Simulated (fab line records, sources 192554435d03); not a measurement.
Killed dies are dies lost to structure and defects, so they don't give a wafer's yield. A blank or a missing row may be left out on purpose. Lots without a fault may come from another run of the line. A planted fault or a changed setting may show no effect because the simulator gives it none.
A struck lot beside a sound one | flow n5_finfet | 40 steps out of a route of 1938
Sound: wafers L981.1, L981.4, L981.6. Struck: wafers L971.2, L971.5, L971.6. The cause comes at the end.
At each step with rows: each side's tool, then ch and its chambers, then its first start. Under that, the readings that differ: sound wafers | struck wafers | difference of the means | sigmas: that difference in standard deviations of wafers without a fault.
alike: readings whose means differ by less than 2 such deviations, and words and numbers that are the same on both sides. not compared: withheld readings, readings that some wafer has no value for, bounds like >300 that may hide the same value, and numbers for which the record gives no deviation and whose values overlap.
The two part at a step that has a row with sigmas, a row that says differs or no value, or rows on one side only. Numbers that don't overlap but have no deviation are shown without sigmas and don't part them. A reading that every wafer of one side lacks parts them only if that side has two wafers or more.

first, 12 steps without rows for these wafers: N5_HKMG_FIN_STRIP_93 (strips SOC in N2/H2, time 20 s); N5_HKMG_FIN_WET_ETCH_76 (etches Al2O3 in dNH4OH, stops on La2O3, target depth 2.25 nm, rinse time 30 s); N5_HKMG_FIN_STRIP_60 (strips in N2/H2, time 360 s); N5_HKMG_FIN_WET_ETCH_77 (etches La2O3 in dHCl, stops on HfO2, target depth 2 nm); N5_HKMG_FIN_WET_ETCH_78 (etches Al2O3 in dNH4OH, stops on La2O3, target depth 4.5 nm, rinse time 30 s); N5_HKMG_FIN_ALD_79 (deposits TiN, target thk 1.5 nm, pulse time 1 s, purge time 3 s); N5_HKMG_FIN_CVD_62 (deposits a-Si from Si2H6, target thk 3 nm, time 20.8 s); N5_HKMG_FIN_RTA_80 (time 2 s); N5_HKMG_FIN_PRECLEAN_64 (cleans in dHF, time 30 s); N5_HKMG_FIN_WET_ETCH_65 (etches a-Si in TMAH, stops on TiN, time 49 s, target depth 3 nm); N5_HKMG_FIN_WET_ETCH_81 (etches TiN in SC1, stops on HfO2, time 57 s, target depth 6 nm); N5_HKMG_FIN_WET_ETCH_82 (etches La2O3 in dHCl, stops on HfO2, target depth 2 nm, rinse time 30 s).
N5_HKMG_FIN_ALD_36: deposits TiN, target thk 1 nm, pulse time 1 s, purge time 3 s.
  sound on ald_metal-04 ch 1,2,3, day 8 18:14; struck on ald_metal-01 ch 0,1,2, day 6 03:32
  alike: heater_power_w, precursor_pulse_height_rel
then, 25 steps without rows for these wafers: N5_HKMG_FIN_PWFM_ALD_03 (deposits TiN, target thk 2 nm, pulse time 1 s, purge time 3 s); N5_HKMG_FIN_COAT_29 (time 60 s, resist thk 300 nm); N5_HKMG_FIN_COAT_30 (time 60 s, resist thk 35 nm); N5_HKMG_FIN_COAT_06 (resist thk 90 nm); N5_HKMG_FIN_EBR_08; N5_HKMG_FIN_SOFTBAKE_07 (time 60 s); N5_HKMG_FIN_EXPOSE_09 (exposes mask NWFM); N5_HKMG_FIN_PEB_10 (peb time 60 s); N5_HKMG_FIN_DEVELOP_11 (develop time 30 s); N5_HKMG_FIN_DESCUM_17 (chemistry O2, time 7.9 s); N5_HKMG_FIN_ETCH_31 (etches SiARC in CF4, target depth 45.5 nm, time 75.8 s); N5_HKMG_FIN_ETCH_32 (etches SOC in N2/H2, target depth 240 nm, time 300 s); N5_HKMG_FIN_STRIP_33 (strips in N2/H2); N5_HKMG_FIN_STRIP_34 (strips in CF4); N5_HKMG_FIN_ETCH_35 (etches SOC in N2/H2, target depth 215.8 nm, time 243.4 s); N5_HKMG_FIN_STRIP_92 (strips SOC in N2/H2, time 20 s); N5_HKMG_FIN_WET_ETCH_18 (etches TiN in SC1, time 55 s, target depth 5.2 nm, rinse time 30 s); N5_HKMG_FIN_STRIP_19 (strips in N2/H2, time 360 s); N5_HKMG_FIN_ALD_91 (deposits TiN, target thk 1 nm, pulse time 1 s, purge time 3 s); N5_HKMG_FIN_COAT_85 (time 60 s, resist thk 300 nm); N5_HKMG_FIN_ETCH_86 (etches SOC in N2/H2, stops on TiN, target depth 393.2 nm); N5_HKMG_FIN_STRIP_89 (strips SOC in N2/H2, time 20 s); N5_HKMG_FIN_WET_ETCH_87 (etches TiN in SC1, time 154.2 s, target depth 4.7 nm, rinse time 30 s); N5_HKMG_FIN_STRIP_88 (strips in N2/H2, time 360 s); N5_HKMG_FIN_NWFM_ALD_20 (deposits TiAlC, target thk 2 nm, pulse time 3 s, purge time 2 s).
-- the record jumps here: 5 days lie between the struck wafers' starts before and after (it left off in module HKMG_FIN and takes up again in module BEOL_M4, whose first step shown is number 1111 of the route) --
N5_BEOL_M4_RC_MEAS_101:
  sound on prober-02 ch 0, day 13 18:23; struck on prober-02 ch 0, day 11 02:23
  reading        | sound          | struck         | difference | sigmas
  IOFF_P (nA/um) | 0.17 0.16 0.20 | 0.65 0.64 0.64 | +0.47      | +13
  ION_P (uA/um)  | 446 452 456    | 521 515 511    | +64        | +7
  VT_P (mV)      | -252 -252 -251 | -218 -220 -217 | +33        | +10
  alike: DIBL_N, DIBL_P, IOFF_N, ION_N, SS_N, SS_P, VT_N
-- the record jumps here: 4 days lie between the struck wafers' starts before and after (it left off in module BEOL_M4 and takes up again in module PASSIVATION, whose first step shown is number 1936 of the route) --
N5_PASSIVATION_PROBE_49:
  sound on prober-02, day 18 09:23; struck on prober-01, day 15 11:19
  reading                | sound          | struck            | difference | sigmas
  sort_bin_4_leakage (%) | 0 0 0          | 40.08 40.51 40.59 | +40.39     | +99 or more
  sort_bin_8_speed (%)   | 0.25 0 0       | 0 0 0             | +0         | -3
  sort_n_pass            | 1067 1090 1075 | 607 635 608       | -461       | -29
  sort_yield_pct (%)     | 90.4 92.4 91.1 | 51.4 53.8 51.5    | -39.1      | -30
  alike: defect_limited_yield, killed_at_M0_to_M3, killed_at_M4_up, killed_at_contacts, killed_at_front_end, killed_at_other, killed_dies, killed_open, killed_short, sort_bin_5_function, sort_bin_6_memory

WHERE THEY PART
First at N5_BEOL_M4_RC_MEAS_101; last, within this record, at N5_PASSIVATION_PROBE_49.

WHY: what the simulator had put in
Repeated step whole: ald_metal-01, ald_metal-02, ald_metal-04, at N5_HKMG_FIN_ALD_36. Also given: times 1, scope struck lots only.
